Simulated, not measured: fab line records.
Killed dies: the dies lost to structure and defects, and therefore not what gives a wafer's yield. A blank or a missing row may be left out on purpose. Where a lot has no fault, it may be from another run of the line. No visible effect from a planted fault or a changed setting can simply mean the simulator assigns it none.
fab line records	flow n5_finfet
record: lots: 5	wafers: 15	last_day: 17
route steps=1938 shown STI_FIN_REVEAL@190
lots untouched by any fault: they come from a run of this same line in which no faults occurred
start_h: hours from the record's opening day to when the first of the lot's shown wafers began	wait_h: hours elapsed since this lot's preceding step	" same as the row above	L1.1+2: one row covering several wafers at once	- no value, or no start given	* or withheld: withheld	< > ~ a bound
route shown NAME@n: NAME is a module with steps in the file, n the number in the route of the first one	usual: mean/standard deviation of fault-free wafers	same: alike in all rows	chamber/n: place in a boat	sites: each site's reading	_std_site: the values' standard deviation	_edge_site: inner sites' mean taken away from outer sites' mean	radius_mm: for every site, how far away it sits from the centre of the wafer	mask NAME#n: copy n	behind: the last tool/chamber to shape the wafer	hold: reason for holding the lot/hours on hold/outcome of the hold	device: the n, p or np transistor that did not switch	end of line: tests run on the same wafers once the route is complete	where a step has no rows: the recipe by itself	killed: at the first sort, the dies lost to defects and structure; wafer yield is something else	map: per-die view of a wafer (x killed, . not killed, _ where there is no die)
set.NAME: setting as actually run; set.NAME@STEP: the setting as run at that earlier step	model.NAME: the simulator's own value behind a step, which no gauge read
certain route steps with their lots: each step a table, each wafer a row
services: the hour from which a tool's chamber was out of use, counted from the record's first day as start_h (under 0 if before that day), plus the number of hours and why
== steps ==
step: N5_STI_FIN_REVEAL_ETCHBACK_08
recipe: chemistry: C4F6/O2	target: SiO2	target_depth_a: 305	time_s: 10.167	ion_energy_ev: 250	pressure_mtorr: 30	source_w: 345	bias_w: 185	Ar_flow_sccm: 300	C4F6_flow_sccm: 10	O2_flow_sccm: 10
usual: drypump_motor_current_A: 5.6/0.54	oes_o_777_au: 0.79/0.084	oes_product_au: 0.78/0.08	rf_vpp_V: 664/14	showerhead_plenum_p_Torr: 2.84/0.11	throttle_valve_pct: 21.28/0.18
same: time_s: 10.167
lot.wafer	tool	chamber	start_h	wait_h	drypump_motor_current_A	oes_o_777_au	oes_product_au	rf_hours_counter_h	rf_vpp_V	showerhead_plenum_p_Torr	throttle_valve_pct
L075.2	rie_diel-04	1	43.28	0.2	5.8	0.71	0.68	249	639	2.93	21.80
L075.5	"	3	"	"	4.9	0.78	0.77	-	667	2.76	21.40
L075.6	"	0	"	"	6.0	0.81	0.79	-	659	2.99	21.22
L076.1	rie_diel-04	0	45.54	0.2	6.0	0.81	0.79	96	659	2.99	21.26
L076.4	"	3	"	"	4.9	0.78	0.77	-	668	2.76	21.40
L076.6	"	2	"	"	4.9	0.73	0.74	-	682	2.96	21.21
L078.2	rie_diel-04	2	58.50	0.2	4.8	0.73	0.72	166	681	2.96	21.20
L078.3	"	0	"	"	6.0	0.81	0.77	102	660	2.99	21.24
L078.4	"	3	"	"	4.9	0.78	0.76	-	669	2.76	21.41
L084.1	rie_diel-04	3	97.23	0.2	4.9	0.77	0.75	128	668	2.75	21.43
L084.3	"	2	"	"	4.9	0.72	0.72	178	681	2.95	21.23
L084.4	"	1	"	"	5.8	0.97	0.93	10	640	2.92	21.42
L095.2	rie_diel-04	3	160.35	0.2	4.9	0.74	0.73	152	668	2.74	21.45
L095.5	"	1	"	"	5.8	0.91	0.88	-	639	2.91	21.43
L095.6	"	0	"	"	6.1	0.77	0.75	-	660	2.97	21.32
step: N5_STI_FIN_REVEAL_STRIP_24
recipe: chemistry: N2/H2	time_s: 90	power_w: 100	temp_c: 40	pressure_mtorr: 100	rf_frequency_hz: 6e+07	bias_power_w: 3	n2_flow_sccm: 300	h2_flow_sccm: 300
usual: drypump_motor_current_A: 5.6/0.54	n2_flow_sccm: 300.0/0.86	oes_product_au: 0.78/0.078	rf_vpp_V: 45.2/0.92	showerhead_plenum_p_Torr: 3.37/0.13	throttle_valve_pct: 12.31/0.21
same: time_s: 90
lot.wafer	tool	chamber	start_h	wait_h	drypump_motor_current_A	n2_flow_sccm	oes_product_au	rf_hours_counter_h	rf_vpp_V	showerhead_plenum_p_Torr	throttle_valve_pct
L075.2	rie_diel-04	1	43.32	0.0	5.8	300.4	0.68	249	45.4	3.45	12.81
L075.5	"	3	"	"	4.8	300.4	0.77	-	44.6	3.27	12.32
L075.6	"	0	"	"	6.1	299.0	0.78	-	45.3	3.56	12.38
L076.1	rie_diel-04	0	45.58	0.0	6.0	300.6	0.78	96	45.3	3.56	12.39
L076.4	"	3	"	"	4.9	300.7	0.78	-	45.8	3.27	12.32
L076.6	"	2	"	"	4.9	301.5	0.73	-	44.9	3.50	12.20
L078.2	rie_diel-04	2	58.53	0.0	4.9	301.2	0.73	166	45.3	3.50	12.21
L078.3	"	0	"	"	6.0	300.3	0.77	102	45.4	3.56	12.38
L078.4	"	3	"	"	4.9	299.1	0.76	-	45.8	3.27	12.35
L084.1	rie_diel-04	3	97.27	0.0	4.9	299.7	0.75	128	45.7	3.26	12.38
L084.3	"	2	"	"	4.9	299.3	0.72	178	46.9	3.50	12.25
L084.4	"	1	"	"	5.8	298.6	0.92	10	44.4	3.45	12.19
L095.2	rie_diel-04	3	160.39	0.0	5.0	299.2	0.73	152	45.9	3.25	12.45
L095.5	"	1	"	"	5.8	301.3	0.88	-	44.9	3.43	12.27
L095.6	"	0	"	"	6.1	299.9	0.75	-	45.9	3.54	12.49
step: N5_STI_FIN_REVEAL_PRECLEAN_25
recipe: chemistry: SPM	time_s: 90	temp_c: 120	mix: 4:1
usual: bath_guard_temp_C: 120.2/0.63
same: time_s: 90
lot.wafer	tool	chamber	start_h	wait_h	bath_guard_temp_C
L075.2	wet_bench-02	0	43.44	0.1	120.3
L075.5	"	5	"	"	120.2
L075.6	"	3	"	"	120.3
L076.1	wet_bench-01	1	45.70	0.1	120.7
L076.4	"	6	"	"	119.4
L076.6	"	7	"	"	121.4
L078.2	wet_bench-04	4	58.66	0.1	120.9
L078.3	"	1	"	"	121.2
L078.4	"	3	"	"	120.1
L084.1	wet_bench-02	1	97.39	0.1	120.3
L084.3	"	6	"	"	120.1
L084.4	"	2	"	"	120.2
L095.2	wet_bench-02	1	160.51	0.1	119.9
L095.5	"	2	"	"	120.1
L095.6	"	3	"	"	120.3
step: N5_STI_FIN_REVEAL_PRECLEAN_26
recipe: chemistry: SC1	time_s: 45	temp_c: 46	mix: 1:2:100
usual: bath_guard_temp_C: 46.1/0.66
same: time_s: 45
lot.wafer	tool	chamber	start_h	wait_h	bath_guard_temp_C
L075.2	wet_bench-02	0	43.47	0.0	46.0
L075.5	"	5	"	"	45.9
L075.6	"	3	"	"	46.2
L076.1	wet_bench-01	1	45.73	0.0	46.3
L076.4	"	6	"	"	45.1
L076.6	"	7	"	"	47.4
L078.2	wet_bench-04	4	58.68	0.0	46.5
L078.3	"	1	"	"	47.1
L078.4	"	3	"	"	45.7
L084.1	wet_bench-02	1	97.42	0.0	45.7
L084.3	"	6	"	"	46.0
L084.4	"	2	"	"	46.4
L095.2	wet_bench-02	1	160.54	0.0	46.0
L095.5	"	2	"	"	46.4
L095.6	"	3	"	"	46.1
step: N5_STI_FIN_REVEAL_PRECLEAN_29
recipe: chemistry: DHF	time_s: 30	temp_c: 25	dilution: 300:1
same: time_s: 30
lot.wafer	tool	chamber	start_h	wait_h
L075.2+5+6	wet_bench-02	0,5,3	43.48	0.0
L076.1+4+6	wet_bench-01	1,6,7	45.74	0.0
L078.2+3+4	wet_bench-04	4,1,3	58.70	0.0
L084.1+3+4	wet_bench-02	1,6,2	97.43	0.0
L095.2+5+6	wet_bench-02	1,2,3	160.55	0.0
step: N5_STI_FIN_REVEAL_SRD_12
recipe: time_s: 30	temp_c: 23	rinse_liquid: diw	dry: ipa_marangoni
same: time_s: 30
lot.wafer	tool	chamber	start_h	wait_h
L075.2+5+6	wet_bench-02	0,5,3	43.49	0.0
L076.1+4+6	wet_bench-01	1,6,7	45.75	0.0
L078.2+3+4	wet_bench-04	4,1,3	58.70	0.0
L084.1+3+4	wet_bench-02	1,6,2	97.44	0.0
L095.2+5+6	wet_bench-02	1,2,3	160.56	0.0
step: N5_STI_FIN_REVEAL_RECESS_09
recipe: chemistry: HF/NH3	target: SiO2	afs_cycles: 11	target_depth_a: 425	temp_c: 30	sublimation_temp_c: 180	sublimation_time_s: 60
usual: drypump_motor_current_A: 5.6/0.74	foreline_p_Torr: 0.1281/0.00047	sublimation_temp_c: 179.98/0.15
same: sublimation_time_s: 60
lot.wafer	tool	chamber	start_h	wait_h	drypump_motor_current_A	foreline_p_Torr	sublimation_temp_c
L075.2	vapor_etch-01	0	43.53	0.0	4.8	0.1277	180.02
L075.5	"	0	44.59	1.1	4.8	0.1282	179.92
L075.6	"	1	"	"	6.6	0.1273	179.99
L076.1	vapor_etch-02	1	45.79	0.0	6.0	0.1269	180.02
L076.4	"	1	"	"	6.0	0.1277	179.85
L076.6	"	1	"	"	6.0	0.1281	180.15
L078.2	vapor_etch-01	1	58.75	0.0	6.5	0.1276	180.02
L078.3	"	0	"	"	4.8	0.1283	179.92
L078.4	"	1	"	"	6.5	0.1280	180.02
L084.1	vapor_etch-01	1	97.48	0.0	6.6	0.1288	179.82
L084.3	"	0	"	"	4.8	0.1285	180.15
L084.4	"	1	"	"	6.5	0.1284	179.95
L095.2	vapor_etch-02	1	160.60	0.0	6.0	0.1279	180.04
L095.5	"	0	161.66	1.1	5.2	0.1279	180.24
L095.6	"	1	"	"	6.0	0.1271	179.84
step: N5_STI_FIN_REVEAL_STRIP_16
recipe: chemistry: H3PO4	material: SiNx	temp_c: 165	target_depth_a: 238	overetch_fraction: 0.4964	dry: ipa_marangoni
usual: bath_guard_temp_C: 165.1/0.63
lot.wafer	tool	chamber	start_h	wait_h	bath_guard_temp_C
L075.2	wet_bench-01	7	45.15	1.1	166.3
L075.5	"	5	"	"	165.5
L075.6	"	0	"	"	165.3
L076.1	wet_bench-04	6	47.41	1.1	165.7
L076.4	"	1	"	"	166.0
L076.6	"	5	"	"	165.1
L078.2	wet_bench-02	6	60.47	1.2	165.6
L078.3	"	0	"	"	165.5
L078.4	"	1	"	"	164.8
L084.1	wet_bench-01	1	99.10	1.1	165.3
L084.3	"	0	"	"	165.3
L084.4	"	4	"	"	163.8
L095.2	wet_bench-04	7	162.23	1.1	164.8
L095.5	"	5	"	"	165.4
L095.6	"	6	"	"	165.4
step: N5_STI_FIN_REVEAL_PRECLEAN_17
recipe: chemistry: NF3:NH3	afs_cycles: 1	temp_c: 30	time_s: 20	sublimation_temp_c: 180	sublimation_time_s: 60	pressure_torr: 3	rf_power_w: 30
usual: pressure_torr: 3.001/0.0054	sublimation_temp_c: 180.00/0.16
same: sublimation_time_s: 60	time_s: 20
lot.wafer	tool	chamber	start_h	wait_h	pressure_torr	sublimation_temp_c
L075.2	remote_plasma-02	0	45.45	0.1	3.006	180.00
L075.5	"	0	"	"	3.008	179.94
L075.6	"	0	"	"	2.999	179.92
L076.1	remote_plasma-02	0	47.69	0.0	3.002	179.81
L076.4	"	0	"	"	3.003	180.09
L076.6	"	0	"	"	2.996	179.94
L078.2	remote_plasma-01	1	60.77	0.1	3.002	180.22
L078.3	"	1	"	"	2.996	180.10
L078.4	"	1	"	"	3.000	180.00
L084.1	remote_plasma-01	1	99.37	0.0	3.002	180.12
L084.3	"	1	"	"	2.996	180.04
L084.4	"	1	"	"	3.013	179.84
L095.2	remote_plasma-01	1	162.53	0.1	2.996	179.96
L095.5	"	1	"	"	2.997	180.18
L095.6	"	1	"	"	2.990	180.24
step: N5_STI_FIN_REVEAL_ETCH_34
recipe: chemistry: H2	mode: isotropic	material: Si	target: Si	target_depth_a: 9.7	temp_c: 20	pressure_mtorr: 4.5	icp_w: 300	bias_w: 0	h2_flow_sccm: 7.5	he_flow_sccm: 142.5
usual: drypump_motor_current_A: 5.5/0.38	oes_product_au: 1.001/0.022	throttle_valve_pct: 25.5/0.46
lot.wafer	tool	chamber	start_h	wait_h	drypump_motor_current_A	oes_product_au	rf_hours_counter_h	throttle_valve_pct
L075.2	rie_si-06	0	45.62	0.1	5.4	1.003	11	25.5
L075.5	"	1	"	"	5.3	1.017	-	25.1
L075.6	"	2	"	"	5.0	0.976	-	25.7
L076.1	rie_si-05	2	47.89	0.2	5.6	0.965	145	25.4
L076.4	"	1	"	"	5.2	0.998	62	25.7
L076.6	"	2	"	"	5.6	0.962	-	25.5
L078.2	rie_si-05	3	60.95	0.1	5.0	1.006	200	26.7
L078.3	"	2	"	"	5.7	0.952	146	25.4
L078.4	"	0	"	"	6.4	1.016	80	25.0
L084.1	rie_si-06	3	99.57	0.2	5.8	0.985	21	25.3
L084.3	"	2	"	"	5.0	0.964	71	25.7
L084.4	"	1	"	"	5.4	1.006	65	25.0
L095.2	rie_si-05	0	162.70	0.1	6.4	1.020	82	25.0
L095.5	"	1	"	"	5.2	0.994	-	25.7
L095.6	"	2	"	"	5.6	0.964	-	25.4
step: N5_STI_FIN_REVEAL_OXIDATION_31
recipe: chemistry: O2_PLASMA_REMOTE	temp_c: 150	time_s: 20	pressure_mtorr: 1000	source_power_w: 2000	o2_flow_sccm: 3000
usual: drypump_motor_current_A: 5.5/0.54	heater_power_w: 151/24
same: time_s: 20
lot.wafer	tool	chamber	start_h	wait_h	drypump_motor_current_A	heater_power_w	rf_hours_counter_h
L075.2	plasma_asher-02	0	45.68	0.0	5.5	144	29
L075.5	"	1	"	"	5.1	183	-
L075.6	"	0	"	"	5.4	144	-
L076.1	plasma_asher-02	1	47.95	0.0	5.1	186	30
L076.4	"	1	"	"	5.1	187	-
L076.6	"	1	"	"	5.1	187	-
L078.2	plasma_asher-02	0	61.01	0.0	5.5	146	33
L078.3	"	0	"	"	5.5	144	-
L078.4	"	1	"	"	5.1	187	-
L084.1	plasma_asher-01	0	99.63	0.0	5.1	146	88
L084.3	"	1	"	"	6.5	116	-
L084.4	"	0	"	"	5.1	148	-
L095.2	plasma_asher-02	1	162.76	0.0	5.1	190	52
L095.5	"	0	"	"	5.4	148	-
L095.6	"	1	"	"	5.1	181	-
== services ==
tool	chamber	start_h	hours	kind
plasma_asher-02	-	19.33	1.9	repair
remote_plasma-01	-	21.55	0.5	repair
rie_diel-04	1	45.42	-	clean
rie_diel-04	1	45.42	-	consumable_replace:focus_ring
rie_diel-04	1	45.42	15.9	scheduled_down
rie_diel-04	1	45.42	15.9	vent_cycle
rie_diel-04	-	74.60	3.1	repair
rie_si-05	0	74.62	4.3	repair
rie_si-05	3	95.85	-	clean
rie_si-05	3	95.85	15.2	scheduled_down
rie_si-05	3	95.85	15.2	vent_cycle
plasma_asher-02	-	120.23	10.0	pm
remote_plasma-02	-	135.55	0.4	repair
== key ==
fault none
